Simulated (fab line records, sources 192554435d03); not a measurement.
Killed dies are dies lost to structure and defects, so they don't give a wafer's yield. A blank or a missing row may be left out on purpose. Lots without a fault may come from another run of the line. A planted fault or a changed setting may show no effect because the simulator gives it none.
fab line records | flow n5_finfet
record lots=7 wafers=39
route steps=1938 shown DUMMY_GATE@228 SD_EPI_N@288 SD_EPI_P@307 HKMG_FIN@389 GATE_CUT@501 MOL_CONTACT_COAG@532 BEOL_M4@1111
start_h: hours from the record's first day to the start of the lot's first wafer shown | wait_h: hours since the lot's step before | " the same as in the row above | L1.1+2: a row that stands for several wafers | - no value, or no start given | * or withheld: withheld | < > ~ a bound
route shown NAME@n: a module of which the file shows steps, and the number in the route of the first | usual: mean/standard deviation of fault-free wafers | same: alike in all rows | chamber/n: place in a boat | sites: the reading at each site | _std_site: their standard deviation | _edge_site: outer sites' mean less inner sites' | radius_mm: how far each site lies from the wafer's centre | mask NAME#n: copy n | behind: the tool/chamber that last shaped the wafer | hold: why the lot was held/for how many hours/how that ended | device: the transistor (n, p or np) that didn't switch | end of line: the same wafers' tests at the end of the route | a step without rows: its recipe alone | killed: dies lost to structure and defects at the first sort, not the wafer's yield | map: a wafer's dies, x killed, . not, _ none there
set.NAME: the setting as run; set.NAME@STEP: as run at that earlier step | model.NAME: the simulator's own value behind a step, which no gauge read
lots whose settings were changed on purpose; a table a step, a row a wafer
## steps
# step N5_DUMMY_GATE_EXPOSE_12
# recipe mask_id=GATE na=0.33 source_shape=annular sigma_inner=0.2 sigma_outer=0.6 polarization=unpolarized target_cd_nm=25 dose_mj=34
# step N5_DUMMY_GATE_ETCH_32
# recipe chemistry=CF4 target=SiO2 target_depth_a=35 time_s=3.9 ion_energy_ev=350 pressure_mtorr=10 icp_w=800 bias_w=400 cf4_flow_sccm=80
# step N5_SD_EPI_N_EPI_21
# recipe material=Si:P dopant=P temp_c=680 pressure_torr=255 time_s=690
# step N5_SD_EPI_P_ETCH_36
# recipe chemistry=CF4 target=SiARC target_depth_a=455 mask_material=CAR-ArF-block time_s=75.8 ion_energy_ev=80 pressure_mtorr=40 source_w=545 bias_w=36 Ar_flow_sccm=100 cf4_flow_sccm=100 ends=cleared
# step N5_HKMG_FIN_ALD_75
# recipe material=Al2O3 target_thk_a=10 temp_c=150 ald_precursor_family=TMA ald_co_reactant=H2O pulse_time_s=withheld co_reactant_pulse_time_s=1
# step N5_GATE_CUT_CUT_ETCH_54
# recipe chemistry=Cl2/BCl3 target=TiN mask_material=SiO2 target_depth_a=967 pressure_mtorr=10 icp_w=1000 bias_w=126 Cl2_flow_sccm=53.25 bcl3_flow_sccm=21.75 Ar_flow_sccm=25 ends=cleared
# step N5_MOL_CONTACT_COAG_ETCH_106
# recipe chemistry=N2/H2 target=SOC target_depth_a=800 overetch_a=160 mask_material=SiARC temp_c=40 time_s=120 ion_energy_ev=200 pressure_mtorr=30 source_w=840 bias_w=150 n2_flow_sccm=200 h2_flow_sccm=200
# step N5_MOL_CONTACT_COAG_ETCH_15
# recipe chemistry=CH3F/O2 target=SiNx target_depth_a=70 mask_material=SOC stop_on=Si:P over_etch_frac=0.75 ion_energy_ev=120 pressure_mtorr=30 source_w=395 bias_w=73 Ar_flow_sccm=150 CH3F_flow_sccm=30 O2_flow_sccm=20
# step N5_MOL_CONTACT_COAG_ETCHBACK_134
# recipe chemistry=CHF3 target=SiO2 target_depth_a=100 time_s=6.7 ion_energy_ev=200 pressure_mtorr=30 source_w=610 bias_w=170 Ar_flow_sccm=200 CHF3_flow_sccm=50
# step N5_BEOL_M4_RC_MEAS_101
# usual RS_SD_N=28.57/0.29
# columns lot.wafer tool chamber start_h wait_h set.dose_mj@DUMMY_GATE_EXPOSE_12 set.time_s@DUMMY_GATE_ETCH_32 set.time_s@SD_EPI_N_EPI_21 set.bias_w@SD_EPI_P_ETCH_36 set.target_thk_a@HKMG_FIN_ALD_75 set.bias_w@GATE_CUT_CUT_ETCH_54 set.source_w@MOL_CONTACT_COAG_ETCH_106 set.source_w@MOL_CONTACT_COAG_ETCH_15 set.target_depth_a@MOL_CONTACT_COAG_ETCHBACK_134 RS_SD_N[ohm/sq]
L076.1 prober-01 0 175.98 0.0 34 4.516 690 36 10 126 840 326.2 100 28.97
L076.2 " 0 " " 34 4.516 771.8 42.29 10 126 974.5 395 100 26.24
L076.3 " 0 " " 34 3.9 771.8 36 10 126 840 326.2 100 26.67
L076.4 " 0 " " 34 4.516 771.8 36 10 148 974.5 395 100 26.83
L076.5 " 0 " " 34 3.9 690 42.29 10 148 974.5 326.2 100 28.96
L076.6 " 0 " " 34 3.9 690 42.29 10 148 840 395 100 28.97
L081.1 prober-02 0 204.79 0.0 34.7 4.219 690 36 10 126 840 329.1 114.1 28.55
L081.2 " 0 " " 34 4.219 768.5 30.33 10 109.9 840 329.1 114.1 26.45
L081.3 " 0 " " 34.7 3.9 768.5 30.33 10 126 955 329.1 100 26.15
L081.4 " 0 " " 34 4.219 768.5 36 10 109.9 955 395 114.1 26.22
L081.5 " 0 " " 34 3.9 690 36 10 126 955 395 100 28.52
L081.6 " 0 " " 34.7 3.9 690 30.33 10 109.9 840 395 100 27.92
L082.1 prober-02 0 222.13 0.0 34 4.527 648.6 36 10 126 718.4 395 100 29.20
L082.2 " 0 " " 34 4.527 690 38.87 8.935 146.8 718.4 395 108.5 28.88
L082.3 " 0 " " 35.91 3.9 690 38.87 10 146.8 840 395 100 28.02
L082.4 " 0 " " 34 3.9 690 36 10 126 840 424.9 108.5 28.32
L082.5 " 0 " " 35.91 4.527 648.6 36 8.935 146.8 840 424.9 108.5 30.08
L082.6 " 0 " " 35.91 3.9 648.6 38.87 8.935 126 718.4 424.9 100 29.64
L087.1 prober-01 0 238.51 0.0 36.62 3.9 690 33.68 10 126 840 395 100 28.04
L087.2 " 0 " " 34 3.9 690 33.68 10 118.7 840 319.7 100 28.42
L087.3 " 0 " " 34 3.027 641.8 33.68 10 126 840 319.7 100 29.47
L087.4 " 0 " " 36.62 3.9 641.8 36 10 118.7 840 395 100 29.30
L087.5 " 0 " " 34 3.027 641.8 36 10 126 840 319.7 100 29.48
L087.6 " 0 " " 36.62 3.027 690 36 10 118.7 840 395 100 28.31
L091.1 prober-01 0 276.08 0.0 34 3.9 690 39.22 10 139.3 840 441.8 100 28.45
L091.2 " 0 " " 34 3.9 645 39.22 11.13 139.3 840 441.8 90.6 29.56
L091.3 " 0 " " 34 3.9 690 36 10 126 840 395 100 28.74
L091.4 " 0 " " 34 3.9 645 39.22 11.13 126 840 395 90.6 29.57
L091.5 " 0 " " 34 3.9 690 36 11.13 139.3 840 395 100 28.50
L091.6 " 0 " " 34 3.9 645 36 10 126 840 441.8 90.6 29.43
L094.1 prober-01 0 282.17 0.0 34 3.9 690 36 10 126 840 395 100 28.56
L094.3 " 0 " " 34 3.9 690 36 10 126 840 395 100 28.66
L094.5 " 0 " " 34 3.9 690 36 10 126 840 395 100 28.67
L095.1 prober-02 0 283.67 0.0 33.31 3.9 690 36 10 149.2 840 395 100 28.58
L095.2 " 0 " " 33.31 3.9 690 36 10 126 840 395 100 28.44
L095.3 " 0 " " 34 3.9 690 36 11.32 126 882.7 395 100 28.73
L095.4 " 0 " " 34 3.9 690 36 10 149.2 882.7 395 100 28.55
L095.5 " 0 " " 34 3.9 690 36 11.32 126 840 395 100 28.86
L095.6 " 0 " " 33.31 3.9 690 36 11.32 149.2 882.7 395 100 28.57
## key
split step=N5_DUMMY_GATE_EXPOSE_12 setting=dose_mj stated_as=34
response none clear
split step=N5_DUMMY_GATE_ETCH_32 setting=time_s stated_as=3.9
response none clear
split step=N5_SD_EPI_N_EPI_21 setting=time_s stated_as=690
response step=N5_BEOL_M4_RC_MEAS_101 reading=RS_SD_N slope=-0.195 per=1% together_with=all explained=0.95
split step=N5_SD_EPI_P_ETCH_36 setting=bias_w stated_as=36
response none clear
split step=N5_HKMG_FIN_ALD_75 setting=target_thk_a stated_as=10
response none clear
split step=N5_GATE_CUT_CUT_ETCH_54 setting=bias_w stated_as=126
response none clear
split step=N5_MOL_CONTACT_COAG_ETCH_106 setting=source_w stated_as=840
response none clear
split step=N5_MOL_CONTACT_COAG_ETCH_15 setting=source_w stated_as=395
response none clear
split step=N5_MOL_CONTACT_COAG_ETCHBACK_134 setting=target_depth_a stated_as=100
response none clear
